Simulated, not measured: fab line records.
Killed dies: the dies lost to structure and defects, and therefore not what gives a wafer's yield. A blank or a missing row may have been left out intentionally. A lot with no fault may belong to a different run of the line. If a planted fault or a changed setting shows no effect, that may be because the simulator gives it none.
fab line records    flow nand_harc
[record] lots = 13  wafers = 39  last_day = 24
route steps=1159 shown A_BLC@989 A_BONDPAD@1076 END@1159
lots that met no fault: from a run of the same line without faults
start_h: hours from the record's first day to the start of the lot's first wafer shown    wait_h: how many hours have passed since the lot's step before this one    " identical to the entry in the row above    L1.1+2: one row covering several wafers at once    - no value, or no start given    * or withheld: withheld    < > ~ a bound
route shown NAME@n: a module of which the file shows steps, and the number in the route of the first    usual: mean and standard deviation over wafers with no fault    same: alike in all rows    chamber/n: place in a boat    sites: per-site readings    _std_site: standard deviation of those values    _edge_site: outer sites' mean less inner sites'    radius_mm: for every site, how far away it sits from the centre of the wafer    mask NAME#n: copy n    behind: the most recent tool/chamber to have shaped the wafer    hold: why the lot went on hold/how many hours it stayed there/how the hold came to an end    device: the n, p or np transistor that did not switch    end of line: the same wafers' tests at the end of the route    where a step has no rows: the recipe by itself    killed: the dies lost at the first sort to structure and to defects; this is not the yield of the wafer    map: a wafer's dies, marking killed ones x, the rest . and places with no die _
set.NAME: the setting the step ran with; set.NAME@STEP: the setting that earlier step ran with    model.NAME: the simulator's own value behind a step, which no gauge read
one table for each step of the route and one row for each wafer, over a sample of lots
services: when a tool's chamber went out of use (start_h, in hours from the record's first day, below 0 if earlier), for how many hours, and the reason
[[steps]]
[step NHARC_A_BLC_CVD_24]
[recipe] target_thk_a = 1500  temp_c = 300  pressure_torr = 40  wf6_flow_sccm = 40  h2_flow_sccm = 1600  ar_flow_sccm = 1560  time_s = 434  material = W
[usual] chamber_pressure_Torr = 40.02/0.091  heater_power_w = 455/48  throttle_valve_pct = 8.0/0.44
lot.wafer  tool      chamber  start_h  wait_h  chamber_pressure_Torr  heater_power_w  throttle_valve_pct
L395.1     cvd_w-01  1        404.62   -       40.02                  430             7.8
L395.4     "         1        "        "       39.98                  419             7.8
L395.6     "         1        "        "       40.01                  439             7.7
L392.3     cvd_w-02  1        409.06   -       40.00                  403             8.3
L392.6     "         0        "        "       40.04                  527             7.9
L392.5     "         1        "        "       40.02                  401             8.5
L393.2     cvd_w-02  1        409.28   -       39.99                  407             8.3
L393.4     "         0        "        "       39.96                  507             7.6
L393.5     "         0        "        "       39.97                  523             8.1
L397.2     cvd_w-02  1        409.71   -       39.99                  406             8.6
L397.1     "         0        "        "       39.93                  530             7.8
L397.6     "         1        "        "       40.07                  404             8.5
L396.1     cvd_w-02  0        413.27   -       39.94                  539             7.9
L396.4     "         0        "        "       40.08                  529             8.0
L396.6     "         1        "        "       40.21                  410             8.3
L394.2     cvd_w-02  1        414.24   -       40.01                  413             8.7
L394.4     "         0        "        "       40.24                  524             8.0
L394.6     "         0        "        "       40.18                  531             7.9
L399.3     cvd_w-01  0        441.01   -       40.10                  429             7.8
L399.4     "         1        "        "       40.13                  428             7.9
L399.6     "         1        "        "       40.25                  444             7.8
L400.1     cvd_w-01  0        463.25   -       39.88                  431             7.3
L400.5     "         1        "        "       40.06                  442             7.9
L400.6     "         0        "        "       40.14                  426             7.7
L402.2     cvd_w-01  1        465.51   -       40.18                  430             7.7
L402.4     "         0        "        "       40.14                  418             7.7
L402.6     "         1        "        "       40.02                  430             7.7
L405.1     cvd_w-02  0        483.06   -       39.99                  535             7.8
L405.4     "         0        "        "       39.95                  533             8.1
L405.6     "         0        "        "       39.97                  514             7.9
L403.1     cvd_w-02  1        491.21   -       39.96                  404             8.6
L403.2     "         0        "        "       39.99                  524             7.9
L403.3     "         1        "        "       40.12                  421             8.7
L406.4     cvd_w-02  1        492.55   -       40.13                  416             8.6
L406.3     "         0        "        "       40.16                  534             8.2
L406.6     "         0        "        "       40.02                  527             8.0
L414.1     cvd_w-01  1        537.37   -       39.96                  459             7.4
L414.6     "         0        "        "       39.96                  430             7.5
L414.5     "         1        "        "       39.99                  454             7.5
[step NHARC_A_BONDPAD_ETCH_34]
[recipe] target_depth_a = 600  overetch_a = 180  time_s = 65.91  ion_energy_ev = 200  n2_flow_sccm = 150  h2_flow_sccm = 150  ar_flow_sccm = 0  rf_w = 400  bias_w = 150  chemistry = N2/H2
[usual] drypump_motor_current_A = 5.8/0.45  oes_product_au = 0.992/0.012  rf_vpp_V = 430/3.2  showerhead_plenum_p_Torr = 2.04/0.11  throttle_valve_pct = 14.173/0.0096
lot.wafer  tool         chamber  start_h  wait_h  drypump_motor_current_A  oes_product_au  rf_hours_counter_h  rf_vpp_V  showerhead_plenum_p_Torr  throttle_valve_pct
L395.4     rie_diel-07  0        415.43   0.1     6.1                      1.011           0                   431       2.02                      14.172
L395.1     "            1        "        "       6.1                      0.998           0                   432       2.10                      14.153
L395.6     "            0        "        "       6.0                      1.010           -                   430       2.02                      14.175
L392.3     rie_diel-05  1        420.23   0.1     5.7                      0.995           30                  431       2.07                      14.171
L392.5     "            1        "        "       5.7                      0.990           -                   429       2.07                      14.180
L392.6     "            2        "        "       5.5                      0.982           -                   432       2.05                      14.161
L393.4     rie_diel-07  2        420.69   0.1     6.8                      1.000           1                   433       2.13                      14.183
L393.2     "            0        "        "       6.0                      1.014           1                   429       2.02                      14.175
L393.5     "            2        "        "       6.8                      1.009           -                   433       2.13                      14.171
L397.2     rie_diel-04  0        421.51   0.1     5.3                      0.992           5                   426       1.90                      14.178
L397.1     "            2        "        "       5.9                      0.995           5                   427       1.91                      14.177
L397.6     "            0        "        "       5.3                      0.984           -                   428       1.90                      14.176
L396.1     rie_diel-04  1        424.26   0.1     5.7                      0.990           5                   431       2.08                      14.181
L396.4     "            2        "        "       5.9                      1.011           5                   426       1.91                      14.173
L396.6     "            1        "        "       5.7                      0.989           -                   431       2.08                      14.172
L394.2     rie_diel-04  0        425.68   0.1     5.2                      0.994           5                   425       1.90                      14.166
L394.4     "            1        "        "       5.7                      0.985           5                   431       2.08                      14.168
L394.6     "            0        "        "       5.2                      0.999           -                   428       1.90                      14.168
L399.3     rie_diel-04  3        452.37   0.1     6.3                      0.987           6                   435       2.19                      14.174
L399.4     "            0        "        "       5.2                      0.982           6                   426       1.90                      14.174
L399.6     "            0        "        "       5.2                      0.990           -                   427       1.90                      14.183
L400.1     rie_diel-07  0        474.55   0.2     6.0                      0.998           12                  430       2.01                      14.161
L400.5     "            3        "        "       5.0                      1.011           -                   433       2.17                      14.167
L400.6     "            0        "        "       6.0                      1.008           -                   430       2.01                      14.187
L402.4     rie_diel-04  2        476.48   0.1     5.9                      0.980           0                   426       1.91                      14.164
L402.2     "            3        "        "       6.3                      0.981           0                   434       2.19                      14.158
L402.6     "            2        "        "       5.9                      0.970           -                   425       1.91                      14.171
L405.4     rie_diel-04  0        493.83   0.1     5.2                      0.978           1                   427       1.90                      14.169
L405.1     "            3        "        "       6.3                      0.980           0                   435       2.19                      14.173
L405.6     "            0        "        "       5.2                      0.977           -                   427       1.90                      14.165
L403.2     rie_diel-04  1        502.08   0.1     5.7                      0.987           1                   433       2.07                      14.165
L403.3     "            3        "        "       6.3                      0.977           1                   434       2.19                      14.151
L403.1     "            0        "        "       5.3                      0.991           1                   426       1.90                      14.170
L406.3     rie_diel-04  0        503.31   0.1     5.3                      0.994           1                   425       1.90                      14.169
L406.4     "            1        "        "       5.7                      0.976           1                   432       2.07                      14.179
L406.6     "            2        "        "       5.9                      0.986           -                   425       1.91                      14.177
L414.1     rie_diel-07  3        548.20   0.1     5.0                      1.002           23                  433       2.17                      14.173
L414.6     "            2        "        "       6.8                      1.003           -                   434       2.12                      14.180
L414.5     "            3        "        "       5.0                      1.006           -                   434       2.17                      14.174
[step NHARC_A_BONDPAD_DEGAS_25]
[recipe] temp_c = 300  time_s = 60
[usual] heater_power_w = 492/57
lot.wafer  tool            chamber  start_h  wait_h  heater_power_w
L395.1     pvd_sputter-03  -        416.32   -       477
L395.4     "               -        "        "       593
L395.6     "               -        "        "       514
L392.3     pvd_sputter-02  -        421.12   -       430
L392.5     "               -        "        "       407
L392.6     "               -        "        "       504
L393.4     pvd_sputter-03  -        421.60   -       414
L393.2     "               -        "        "       506
L393.5     "               -        "        "       520
L397.1     pvd_sputter-03  -        422.37   -       486
L397.2     "               -        "        "       592
L397.6     "               -        "        "       533
L396.1     pvd_sputter-02  -        425.17   -       419
L396.4     "               -        "        "       411
L396.6     "               -        "        "       503
L394.4     pvd_sputter-01  -        426.54   -       477
L394.2     "               -        "        "       555
L394.6     "               -        "        "       468
L399.4     pvd_sputter-01  -        453.22   -       561
L399.3     "               -        "        "       515
L399.6     "               -        "        "       551
L400.1     pvd_sputter-02  -        475.45   -       515
L400.6     "               -        "        "       499
L400.5     "               -        "        "       520
L402.4     pvd_sputter-01  -        477.35   -       455
L402.2     "               -        "        "       553
L402.6     "               -        "        "       457
L405.1     pvd_sputter-02  -        494.70   -       508
L405.4     "               -        "        "       425
L405.6     "               -        "        "       501
L403.3     pvd_sputter-02  -        502.94   -       505
L403.1     "               -        "        "       505
L403.2     "               -        "        "       419
L406.4     pvd_sputter-02  -        504.16   -       512
L406.3     "               -        "        "       431
L406.6     "               -        "        "       518
L414.1     pvd_sputter-02  -        549.04   -       507
L414.6     "               -        "        "       509
L414.5     "               -        "        "       419
[step NHARC_A_BONDPAD_PRE_CLEAN_26]
[recipe] time_s = 30  temp_c = 280  gas = H2/He
[usual] heater_power_w = 431/53
lot.wafer  tool            chamber  start_h  wait_h  heater_power_w
L395.4     pvd_sputter-03  -        -        -       416
L395.1     "               -        "        "       513
L395.6     "               -        "        "       426
L392.3     pvd_sputter-02  -        -        -       436
L392.6     "               -        "        "       345
L392.5     "               -        "        "       455
L393.2     pvd_sputter-03  -        -        -       513
L393.4     "               -        "        "       370
L393.5     "               -        "        "       521
L397.2     pvd_sputter-03  -        -        -       367
L397.1     "               -        "        "       415
L397.6     "               -        "        "       369
L396.4     pvd_sputter-02  -        -        -       363
L396.1     "               -        "        "       443
L396.6     "               -        "        "       343
L394.4     pvd_sputter-01  -        -        -       479
L394.2     "               -        "        "       454
L394.6     "               -        "        "       408
L399.3     pvd_sputter-01  -        -        -       486
L399.4     "               -        "        "       413
L399.6     "               -        "        "       492
L400.1     pvd_sputter-02  -        -        -       365
L400.5     "               -        "        "       454
L400.6     "               -        "        "       444
L402.4     pvd_sputter-01  -        -        -       456
L402.2     "               -        "        "       480
L402.6     "               -        "        "       491
L405.4     pvd_sputter-02  -        -        -       375
L405.1     "               -        "        "       447
L405.6     "               -        "        "       374
L403.3     pvd_sputter-02  -        -        -       448
L403.1     "               -        "        "       442
L403.2     "               -        "        "       370
L406.4     pvd_sputter-02  -        -        -       436
L406.3     "               -        "        "       452
L406.6     "               -        "        "       362
L414.1     pvd_sputter-02  -        -        -       434
L414.6     "               -        "        "       447
L414.5     "               -        "        "       378
[step NHARC_END_SORT_01]
[recipe] temp_c = 25
[usual] killed_at_array = 29/11  killed_at_other = 0.7/1.1  killed_at_periphery = 3.1/2  killed_dies = 33/11  killed_open = 3.5/1.8  killed_short = 2.0/1.4
[same] gross_dies = 677
lot.wafer  tool       chamber  start_h  wait_h  killed_at_array  killed_at_other  killed_at_periphery  killed_dies  killed_open  killed_short
L403.1     prober-02  0        538.81   2.5     33               5                2                    40           7            0
L403.2     prober-02  0        539.61   2.8     113              0                4                    117          4            3
L403.3     prober-02  0        540.41   3.1     34               3                2                    39           2            2
L406.3     prober-01  0        540.39   3.1     116              0                3                    119          2            2
L406.4     prober-01  0        541.20   3.4     32               0                2                    34           5            3
L406.6     prober-01  0        542.81   4.0     96               0                0                    96           2            1
// killed by level:class
L403.1 A_CHANNEL_HOLE_D1:chamber_film_flake=18 A_STAIRCASE:chamber_film_flake=6 THIN_TSV:chamber_film_flake=5 A_CHANNEL_FILL_D1:geometric_particle:open=2 A_WL_FILL:chamber_film_flake=2 P_CONTACT:geometric_particle:open=1 A_CHANNEL_HOLE_D1:geometric_particle:open=1 A_BLC:geometric_particle:open=1
L403.2 A_BLC:unspecified=76 A_CHANNEL_HOLE_D1:chamber_film_flake=28 A_STAIRCASE:chamber_film_flake=3 P_GATE:geometric_particle:open=1 P_CONTACT:geometric_particle:short=1 P_CONTACT:geometric_particle:open=1 A_ONON_D1:geometric_particle:short=1 A_CONTACT:geometric_particle:open=1
L406.3 A_BLC:unspecified=85 A_SLIT:chamber_film_flake=16 A_CONTACT:chamber_film_flake=9 A_STAIRCASE:chamber_film_flake=3 P_M0:geometric_particle:open=2 A_SOURCE_PLATE:geometric_particle:short=1 A_CHANNEL_FILL_D1:geometric_particle:short=1 P_GATE:chamber_film_flake=1
L403.3 A_CHANNEL_HOLE_D1:chamber_film_flake=19 A_STAIRCASE:chamber_film_flake=5 A_CONTACT:chamber_film_flake=3 THIN_TSV:chamber_film_flake=3 A_CHANNEL_FILL_D1:chamber_film_flake=2 A_WL_FILL:chamber_film_flake=2 P_M0:geometric_particle:open=1 A_ONON_D1:geometric_particle:short=1
L406.4 A_SLIT:chamber_film_flake=12 A_STAIRCASE:chamber_film_flake=6 A_CHANNEL_HOLE_D1:chamber_film_flake=5 A_CONTACT:chamber_film_flake=3 A_ONON_D1:geometric_particle:short=2 P_GATE:geometric_particle:open=1 P_M1:geometric_particle:open=1 A_CHANNEL_FILL_D1:geometric_particle:short=1
L406.6 A_BLC:unspecified=74 A_SLIT:chamber_film_flake=11 A_CHANNEL_HOLE_D1:chamber_film_flake=5 A_CONTACT:chamber_film_flake=3 A_CONTACT:geometric_particle:open=1 A_BLC:geometric_particle:short=1 A_M0:geometric_particle:open=1
[[services]]
tool            chamber  start_h  hours  kind
rie_diel-05     3        381.74   12.5   repair
cvd_w-02        -        385.49   13.0   pm
cvd_w-02        0        385.49   13.0   vent_cycle
cvd_w-02        1        385.49   13.0   vent_cycle
pvd_sputter-02  -        392.00   10.0   pm
rie_diel-04     0        395.90   -      clean
rie_diel-04     1        395.90   -      clean
rie_diel-04     2        395.90   -      clean
rie_diel-04     3        395.90   -      clean
rie_diel-07     -        405.62   9.0    pm
rie_diel-05     1        423.83   4.1    repair
pvd_sputter-02  -        436.22   5.5    repair
cvd_w-02        1        437.65   24.2   repair
pvd_sputter-01  -        437.89   14.8   repair
rie_diel-07     3        440.93   18.8   repair
rie_diel-04     1        452.88   3.2    repair
pvd_sputter-03  -        458.07   10.0   pm
rie_diel-04     -        465.90   9.0    pm
rie_diel-04     3        478.02   9.2    repair
cvd_w-01        -        479.62   13.0   pm
pvd_sputter-01  -        514.05   10.0   pm
rie_diel-05     -        517.77   9.0    pm
rie_diel-07     3        535.89   5.6    repair
rie_diel-04     -        545.97   0.1    repair
[[key]]
[first_sign] step = NHARC_END_SORT_01  reading = killed_at_array  direction = up  sigmas = 7.4  usual = 29  struck = 108
[effect] step = NHARC_END_SORT_01  reading = killed_dies  direction = up  sigmas = 7.3  usual = 33  struck = 111
[more_kills_born_at] NHARC_A_BLC_CVD_24@cvd_w-02 = 235
met_at NHARC_A_BLC_CVD_24
struck_lots L403,L406
struck_wafers L403.2,L406.3,L406.6
tester_left_out L403,L406
not_acting_at NHARC_A_BONDPAD_ETCH_34,NHARC_A_BONDPAD_DEGAS_25,NHARC_A_BONDPAD_PRE_CLEAN_26
onset_between 483.06 491.21
[fault] kind = chamber_particle_source  tool = cvd_w-02  chamber = 0  onset_h = 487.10  steps = NHARC_A_BLC_CVD_24  rate_per_visit_cm2 = 1.7189  end_h = 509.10
// tester_left_out: of these lots the tester's yield and bins aren't shown, on N5 and GAA mostly nor the transistor test; their killed dies are dies lost to structure and defects alone, not to doping, threshold or leakage, so they don't give the yield
